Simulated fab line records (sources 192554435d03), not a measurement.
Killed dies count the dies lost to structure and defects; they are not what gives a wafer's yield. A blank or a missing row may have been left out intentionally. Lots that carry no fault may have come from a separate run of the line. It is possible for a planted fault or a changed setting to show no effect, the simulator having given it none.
The tool behind it: which one? || flow n5Finfet || 28 wafers from 11 lots sampled at 6 of the route's 1938 steps

== WHAT THE GAUGES SHOWED, per wafer ==
N5_BEOL_M4_RC_MEAS_101. Usual: DIBL_N 36.3 mV/V, standard deviation 1.7; DIBL_P 36.0 mV/V, standard deviation 1.9; IOFF_N 0.156 nA/um, standard deviation 0.028; IOFF_P 0.21 nA/um, standard deviation 0.036; ION_N 675 uA/um, standard deviation 11; ION_P 463 uA/um, standard deviation 7.8; SS_N 71.6 mV/dec, standard deviation 0.59; SS_P 73.2 mV/dec, standard deviation 0.63; VT_N 250 mV, standard deviation 3.1; VT_P -251 mV, standard deviation 3.4.
{"lot": "L921", "measured": "day 7 17:58", "on": "prober-02", "DIBL_N (mV/V)": "32.5 34.3 35.5", "DIBL_P (mV/V)": "34.3 35.3 36.1", "IOFF_N (nA/um)": "0.114 0.124 0.148", "IOFF_P (nA/um)": "0.16 0.17 0.19", "ION_N (uA/um)": "661 671 671", "ION_P (uA/um)": "455 459 457", "SS_N (mV/dec)": "71.2 71.5 72.2", "SS_P (mV/dec)": "72.2 72.8 73.0", "VT_N (mV)": "252 251 248", "VT_P (mV)": "-255 -252 -252", "flag": ""}
{"lot": "L923", "measured": "day 8 07:28", "on": "prober-01", "DIBL_N (mV/V)": "36.3 35.4", "DIBL_P (mV/V)": "36.5 36.5", "IOFF_N (nA/um)": "0.166 0.161", "IOFF_P (nA/um)": "0.22 0.21", "ION_N (uA/um)": "681 682", "ION_P (uA/um)": "471 468", "SS_N (mV/dec)": "72.3 72.3", "SS_P (mV/dec)": "73.6 72.4", "VT_N (mV)": "250 246", "VT_P (mV)": "-249 -252", "flag": ""}
{"lot": "L924", "measured": "day 8 16:44", "on": "prober-02", "DIBL_N (mV/V)": "38.1 34.3 36.9", "DIBL_P (mV/V)": "37.9 32.5 36.6", "IOFF_N (nA/um)": "0.190 0.127 0.170", "IOFF_P (nA/um)": "0.24 0.17 0.22", "ION_N (uA/um)": "682 680 688", "ION_P (uA/um)": "470 463 466", "SS_N (mV/dec)": "71.2 70.5 71.9", "SS_P (mV/dec)": "73.5 72.5 73.9", "VT_N (mV)": "248 251 250", "VT_P (mV)": "-252 -256 -253", "flag": ""}
{"lot": "L929", "measured": "day 9 12:40", "on": "prober-02", "DIBL_N (mV/V)": "34.3 34.4 38.4", "DIBL_P (mV/V)": "33.6 34.0 38.9", "IOFF_N (nA/um)": "0.128 0.122 0.192", "IOFF_P (nA/um)": "0.17 0.17 0.25", "ION_N (uA/um)": "674 663 678", "ION_P (uA/um)": "460 451 458", "SS_N (mV/dec)": "70.8 71.3 72.2", "SS_P (mV/dec)": "72.6 73.4 74.0", "VT_N (mV)": "253 252 247", "VT_P (mV)": "-251 -254 -249", "flag": ""}
{"lot": "L935", "measured": "day 11 08:19", "on": "prober-02", "DIBL_N (mV/V)": "36.5 36.7 38.2", "DIBL_P (mV/V)": "37.7 37.9 39.8", "IOFF_N (nA/um)": "0.165 0.153 0.193", "IOFF_P (nA/um)": "0.19 0.19 0.23", "ION_N (uA/um)": "676 670 677", "ION_P (uA/um)": "454 458 462", "SS_N (mV/dec)": "72.8 71.7 71.7", "SS_P (mV/dec)": "72.5 73.7 73.6", "VT_N (mV)": "252 251 246", "VT_P (mV)": "-251 -252 -251", "flag": ""}
{"lot": "L934", "measured": "day 11 10:50", "on": "prober-02", "DIBL_N (mV/V)": "36.5 37.8 39.0", "DIBL_P (mV/V)": "35.3 36.9 38.3", "IOFF_N (nA/um)": "0.171 0.193 0.215", "IOFF_P (nA/um)": "0.25 0.27 0.31", "ION_N (uA/um)": "693 691 697", "ION_P (uA/um)": "481 480 481", "SS_N (mV/dec)": "72.3 72.7 72.8", "SS_P (mV/dec)": "73.4 74.0 73.8", "VT_N (mV)": "246 246 245", "VT_P (mV)": "-245 -246 -243", "flag": ""}
{"lot": "L936", "measured": "day 11 13:23", "on": "prober-01", "DIBL_N (mV/V)": "34.1 37.0", "DIBL_P (mV/V)": "36.0 38.6", "IOFF_N (nA/um)": "0.121 0.166", "IOFF_P (nA/um)": "0.21 0.26", "ION_N (uA/um)": "667 679", "ION_P (uA/um)": "466 474", "SS_N (mV/dec)": "70.9 72.2", "SS_P (mV/dec)": "73.4 74.2", "VT_N (mV)": "255 252", "VT_P (mV)": "-247 -245", "flag": ""}
{"lot": "L937", "measured": "day 11 15:56", "on": "prober-01", "DIBL_N (mV/V)": "40.2 36.7", "DIBL_P (mV/V)": "41.1 37.4", "IOFF_N (nA/um)": "0.209 0.144", "IOFF_P (nA/um)": "0.23 0.17", "ION_N (uA/um)": "693 678", "ION_P (uA/um)": "466 462", "SS_N (mV/dec)": "72.1 70.8", "SS_P (mV/dec)": "74.6 72.9", "VT_N (mV)": "249 253", "VT_P (mV)": "-250 -254", "flag": ""}
{"lot": "L938", "measured": "day 11 21:04", "on": "prober-02", "DIBL_N (mV/V)": "34.7 34.9 35.6", "DIBL_P (mV/V)": "35.2 35.9 35.2", "IOFF_N (nA/um)": "0.133 0.141 0.151", "IOFF_P (nA/um)": "0.18 0.19 0.18", "ION_N (uA/um)": "671 669 667", "ION_P (uA/um)": "453 463 458", "SS_N (mV/dec)": "71.5 71.5 71.8", "SS_P (mV/dec)": "73.1 73.3 73.2", "VT_N (mV)": "253 252 254", "VT_P (mV)": "-251 -254 -253", "flag": ""}
{"lot": "L939", "measured": "day 12 08:28", "on": "prober-01", "DIBL_N (mV/V)": "37.2 37.4", "DIBL_P (mV/V)": "37.6 36.7", "IOFF_N (nA/um)": "0.184 0.170", "IOFF_P (nA/um)": "0.22 0.21", "ION_N (uA/um)": "696 676", "ION_P (uA/um)": "467 463", "SS_N (mV/dec)": "72.2 71.3", "SS_P (mV/dec)": "74.1 73.6", "VT_N (mV)": "248 248", "VT_P (mV)": "-251 -248", "flag": ""}
{"lot": "L944", "measured": "day 14 08:32", "on": "prober-01", "DIBL_N (mV/V)": "36.5 41.0", "DIBL_P (mV/V)": "35.5 40.2", "IOFF_N (nA/um)": "0.142 0.249", "IOFF_P (nA/um)": "0.22 0.32", "ION_N (uA/um)": "667 689", "ION_P (uA/um)": "466 478", "SS_N (mV/dec)": "71.1 72.7", "SS_P (mV/dec)": "72.7 74.6", "VT_N (mV)": "250 242", "VT_P (mV)": "-247 -245", "flag": ""}

N5_BEOL_M12_INSPECT_30: inspects for defects (macro). Usual: rawDefectCount at 1.7, with a standard deviation of 1.3.
{"lot": "L921", "measured": "day 10 13:08", "on": "defectInspect-02", "rawDefectCount": "4 0 2", "flag": ""}
{"lot": "L923", "measured": "day 10 21:03", "on": "defectInspect-01", "rawDefectCount": "3 1", "flag": ""}
{"lot": "L924", "measured": "day 11 14:19", "on": "defectInspect-02", "rawDefectCount": "3 1 1", "flag": ""}
{"lot": "L929", "measured": "day 12 02:00", "on": "defectInspect-02", "rawDefectCount": "1 0 1", "flag": ""}
{"lot": "L935", "measured": "day 14 09:29", "on": "defectInspect-01", "rawDefectCount": "1 2 2", "flag": ""}
{"lot": "L934", "measured": "day 14 11:04", "on": "defectInspect-02", "rawDefectCount": "2 2 1", "flag": ""}
{"lot": "L936", "measured": "day 14 09:07", "on": "defectInspect-01", "rawDefectCount": "1 1", "flag": ""}
{"lot": "L937", "measured": "day 14 17:46", "on": "defectInspect-01", "rawDefectCount": "0 1", "flag": ""}
{"lot": "L938", "measured": "day 14 15:24", "on": "defectInspect-02", "rawDefectCount": "0 2 1", "flag": ""}
{"lot": "L939", "measured": "day 15 07:26", "on": "defectInspect-01", "rawDefectCount": "3 1", "flag": ""}
{"lot": "L944", "measured": "day 17 03:08", "on": "defectInspect-02", "rawDefectCount": "4 2", "flag": ""}

N5_BEOL_M12_OCD_MEAS_35. Usual: trenchDepthNm at 319 nm, with a standard deviation of 5.6.
{"lot": "L921", "measured": "day 10 13:55", "on": "ocd-01", "trenchDepthNm (nm)": "321 318 325", "flag": ""}
{"lot": "L923", "measured": "day 10 21:50", "on": "ocd-01", "trenchDepthNm (nm)": "321 310", "flag": ""}
{"lot": "L924", "measured": "day 11 14:52", "on": "ocd-02", "trenchDepthNm (nm)": "316 317 322", "flag": ""}
{"lot": "L929", "measured": "day 12 02:41", "on": "ocd-01", "trenchDepthNm (nm)": "316 329 318", "flag": ""}
{"lot": "L935", "measured": "day 14 10:02", "on": "ocd-02", "trenchDepthNm (nm)": "309 318 312", "flag": ""}
{"lot": "L934", "measured": "day 14 11:38", "on": "ocd-02", "trenchDepthNm (nm)": "323 329 315", "flag": ""}
{"lot": "L936", "measured": "day 14 09:40", "on": "ocd-01", "trenchDepthNm (nm)": "327 317", "flag": ""}
{"lot": "L937", "measured": "day 14 18:20", "on": "ocd-02", "trenchDepthNm (nm)": "318 319", "flag": ""}
{"lot": "L938", "measured": "day 14 15:58", "on": "ocd-01", "trenchDepthNm (nm)": "320 310 320", "flag": ""}
{"lot": "L939", "measured": "day 15 07:59", "on": "ocd-02", "trenchDepthNm (nm)": "320 322", "flag": ""}
{"lot": "L944", "measured": "day 17 03:41", "on": "ocd-01", "trenchDepthNm (nm)": "314 328", "flag": ""}

N5_BEOL_M12_RS_MEAS_54: measurement is done with a four-point probe. Usual: M12_RS typically reads 0.0600 ohm/sq, with standard deviation 0.0011.
{"lot": "L921", "measured": "day 10 15:35", "on": "filmMetro-01", "M12_RS (ohm/sq)": "0.0596 0.0603 0.0591", "flag": ""}
{"lot": "L923", "measured": "day 11 05:22", "on": "filmMetro-02", "M12_RS (ohm/sq)": "0.0595 0.0616", "flag": ""}
{"lot": "L924", "measured": "day 11 18:52", "on": "filmMetro-01", "M12_RS (ohm/sq)": "0.0605 0.0602 0.0593", "flag": ""}
{"lot": "L929", "measured": "day 12 05:29", "on": "filmMetro-01", "M12_RS (ohm/sq)": "0.0604 0.0583 0.0599", "flag": ""}
{"lot": "L935", "measured": "day 14 13:34", "on": "filmMetro-02", "M12_RS (ohm/sq)": "0.0599 0.0582 0.0591", "flag": ""}
{"lot": "L934", "measured": "day 14 13:50", "on": "filmMetro-02", "M12_RS (ohm/sq)": "0.0576 0.0565 0.0588", "flag": ""}
{"lot": "L936", "measured": "day 14 13:06", "on": "filmMetro-01", "M12_RS (ohm/sq)": "0.0583 0.0602", "flag": ""}
{"lot": "L937", "measured": "day 14 23:02", "on": "filmMetro-02", "M12_RS (ohm/sq)": "0.0605 0.0598", "flag": ""}
{"lot": "L938", "measured": "day 14 19:01", "on": "filmMetro-01", "M12_RS (ohm/sq)": "0.0599 0.0620 0.0598", "flag": ""}
{"lot": "L939", "measured": "day 15 09:35", "on": "filmMetro-02", "M12_RS (ohm/sq)": "0.0594 0.0594", "flag": ""}
{"lot": "L944", "measured": "day 17 07:37", "on": "filmMetro-02", "M12_RS (ohm/sq)": "0.0610 0.0580", "flag": ""}

== WHICH TOOL RAN EACH LOT (tool, then ch and the chambers of the sampled wafers, then the start) ==
{"lot": "L921", "N5_BEOL_M12_SPUTTER_44": "pvdSputter-01, day 10 14:32", "N5_BEOL_M12_CMP_49": "cmp-04 ch 2,3, day 10 15:10"}
{"lot": "L923", "N5_BEOL_M12_SPUTTER_44": "pvdSputter-02, day 11 04:15", "N5_BEOL_M12_CMP_49": "cmp-03 ch 3, day 11 04:59"}
{"lot": "L924", "N5_BEOL_M12_SPUTTER_44": "pvdSputter-02, day 11 17:34", "N5_BEOL_M12_CMP_49": "cmp-04 ch 1,2,3, day 11 18:28"}
{"lot": "L929", "N5_BEOL_M12_SPUTTER_44": "pvdSputter-02, day 12 04:21", "N5_BEOL_M12_CMP_49": "cmp-01 ch 1,2,3, day 12 05:04"}
{"lot": "L935", "N5_BEOL_M12_SPUTTER_44": "pvdSputter-01, day 14 12:30", "N5_BEOL_M12_CMP_49": "cmp-03 ch 0,1,2, day 14 13:08"}
{"lot": "L934", "N5_BEOL_M12_SPUTTER_44": "pvdSputter-02, day 14 12:40", "N5_BEOL_M12_CMP_49": "cmp-01 ch 0,1,3, day 14 13:31"}
{"lot": "L936", "N5_BEOL_M12_SPUTTER_44": "pvdSputter-02, day 14 12:01", "N5_BEOL_M12_CMP_49": "cmp-04 ch 2,3, day 14 12:45"}
{"lot": "L937", "N5_BEOL_M12_SPUTTER_44": "pvdSputter-03, day 14 21:57", "N5_BEOL_M12_CMP_49": "cmp-01 ch 0,1, day 14 22:35"}
{"lot": "L938", "N5_BEOL_M12_SPUTTER_44": "pvdSputter-02, day 14 17:57", "N5_BEOL_M12_CMP_49": "cmp-04 ch 0,1,3, day 14 18:35"}
{"lot": "L939", "N5_BEOL_M12_SPUTTER_44": "pvdSputter-01, day 15 08:29", "N5_BEOL_M12_CMP_49": "cmp-03 ch 3, day 15 09:10"}
{"lot": "L944", "N5_BEOL_M12_SPUTTER_44": "pvdSputter-03, day 17 06:19", "N5_BEOL_M12_CMP_49": "cmp-03 ch 1,3, day 17 07:19"}
- N5_BEOL_M12_SPUTTER_44: material Ta, target thk 10 nm, time 16.13 s.
- N5_BEOL_M12_CMP_49: polishes, stops on SiOC, t overpolish 20.6 s, target thk 320 nm.

== AS READ BY THE TOOLS THEMSELVES (means over the sampled wafers that have a number; for cases with no such wafer, the mark the record gives instead) ==
N5_BEOL_M12_SPUTTER_44. Usual: biasV 80.0 V, standard deviation 0.86; cathodeDcPowerW 15000 W, standard deviation 2.6; susceptorTempC 50.00 C, standard deviation 0.11; throttleValvePct 30.2 %, standard deviation 0.98.
{"lot": "L921", "tool": "pvdSputter-01", "biasV (V)": 79.6, "cathodeDcPowerW (W)": 15001, "susceptorTempC (C)": 50.02, "throttleValvePct (%)": 30.9, "flag": ""}
{"lot": "L923", "tool": "pvdSputter-02", "biasV (V)": 79.5, "cathodeDcPowerW (W)": 15000, "susceptorTempC (C)": 50.08, "throttleValvePct (%)": 30.7, "flag": ""}
{"lot": "L924", "tool": "pvdSputter-02", "biasV (V)": 80.1, "cathodeDcPowerW (W)": 15000, "susceptorTempC (C)": 50.04, "throttleValvePct (%)": 30.3, "flag": ""}
{"lot": "L929", "tool": "pvdSputter-02", "biasV (V)": 79.9, "cathodeDcPowerW (W)": 15001, "susceptorTempC (C)": 50.11, "throttleValvePct (%)": 30.3, "flag": ""}
{"lot": "L935", "tool": "pvdSputter-01", "biasV (V)": "-", "cathodeDcPowerW (W)": "-", "susceptorTempC (C)": "-", "throttleValvePct (%)": "-", "flag": "OFF"}
{"lot": "L934", "tool": "pvdSputter-02", "biasV (V)": "-", "cathodeDcPowerW (W)": "-", "susceptorTempC (C)": "-", "throttleValvePct (%)": "-", "flag": "OFF"}
{"lot": "L936", "tool": "pvdSputter-02", "biasV (V)": 80.7, "cathodeDcPowerW (W)": 15000, "susceptorTempC (C)": 50.11, "throttleValvePct (%)": 30.0, "flag": ""}
{"lot": "L937", "tool": "pvdSputter-03", "biasV (V)": 80.0, "cathodeDcPowerW (W)": 14999, "susceptorTempC (C)": 50.14, "throttleValvePct (%)": 28.9, "flag": ""}
{"lot": "L938", "tool": "pvdSputter-02", "biasV (V)": 80.0, "cathodeDcPowerW (W)": 15000, "susceptorTempC (C)": 50.02, "throttleValvePct (%)": 30.0, "flag": ""}
{"lot": "L939", "tool": "pvdSputter-01", "biasV (V)": 80.0, "cathodeDcPowerW (W)": 14998, "susceptorTempC (C)": 49.93, "throttleValvePct (%)": 30.5, "flag": ""}
{"lot": "L944", "tool": "pvdSputter-03", "biasV (V)": 79.2, "cathodeDcPowerW (W)": 14998, "susceptorTempC (C)": 50.05, "throttleValvePct (%)": 29.9, "flag": ""}

N5_BEOL_M12_CMP_49. Usual: barrierFieldEndpointS 30.6 s, standard deviation 0.8; motorCurrentA 6.1 A, standard deviation 0.46; retainingRingPressureFrac 0.999, standard deviation 0.0047.
{"lot": "L921", "tool": "cmp-04", "barrierFieldEndpointS (s)": 30.6, "motorCurrentA (A)": 6.1, "retainingRingPressureFrac": 0.999, "flag": ""}
{"lot": "L923", "tool": "cmp-03", "barrierFieldEndpointS (s)": 30.3, "motorCurrentA (A)": 6.2, "retainingRingPressureFrac": 0.995, "flag": ""}
{"lot": "L924", "tool": "cmp-04", "barrierFieldEndpointS (s)": 30.6, "motorCurrentA (A)": 6.3, "retainingRingPressureFrac": 0.997, "flag": ""}
{"lot": "L929", "tool": "cmp-01", "barrierFieldEndpointS (s)": 30.4, "motorCurrentA (A)": 5.9, "retainingRingPressureFrac": 1.004, "flag": ""}
{"lot": "L935", "tool": "cmp-03", "barrierFieldEndpointS (s)": 18.5, "motorCurrentA (A)": 6.3, "retainingRingPressureFrac": 0.998, "flag": "OFF"}
{"lot": "L934", "tool": "cmp-01", "barrierFieldEndpointS (s)": 17.8, "motorCurrentA (A)": 5.6, "retainingRingPressureFrac": 0.996, "flag": "OFF"}
{"lot": "L936", "tool": "cmp-04", "barrierFieldEndpointS (s)": 30.6, "motorCurrentA (A)": 6.3, "retainingRingPressureFrac": 0.993, "flag": ""}
{"lot": "L937", "tool": "cmp-01", "barrierFieldEndpointS (s)": 29.0, "motorCurrentA (A)": 5.4, "retainingRingPressureFrac": 0.998, "flag": ""}
{"lot": "L938", "tool": "cmp-04", "barrierFieldEndpointS (s)": 30.7, "motorCurrentA (A)": 6.3, "retainingRingPressureFrac": 0.998, "flag": ""}
{"lot": "L939", "tool": "cmp-03", "barrierFieldEndpointS (s)": 30.5, "motorCurrentA (A)": 6.1, "retainingRingPressureFrac": 0.998, "flag": ""}
{"lot": "L944", "tool": "cmp-03", "barrierFieldEndpointS (s)": 31.8, "motorCurrentA (A)": 6.4, "retainingRingPressureFrac": 1.002, "flag": ""}

== THE ANSWER, worked out from the rows above alone ==
Rule: a lot counts as off when the mean over its wafers that have a number is more than 3 standard deviations away from the usual mean. Also off: a lot with no number at a reading for which 4 or more lots have one. The other lots that the step has rows for count as sound. First the gauges in route order, then the tools' own readings, where a lot's mean is used as printed above. At the first step where some lot is off, the reading lying furthest off is the one used; lots without a number count as furthest.
Off: L935, L934, at N5_BEOL_M12_SPUTTER_44 (biasV). Without a number there: L935, L934.
A tool fits if, at that step or a process step before it, it ran every lot that is off, and no sound lot after the first of them. Not one of the candidates tried fits.

== WHAT WAS PUT IN BY THE SIMULATOR ==
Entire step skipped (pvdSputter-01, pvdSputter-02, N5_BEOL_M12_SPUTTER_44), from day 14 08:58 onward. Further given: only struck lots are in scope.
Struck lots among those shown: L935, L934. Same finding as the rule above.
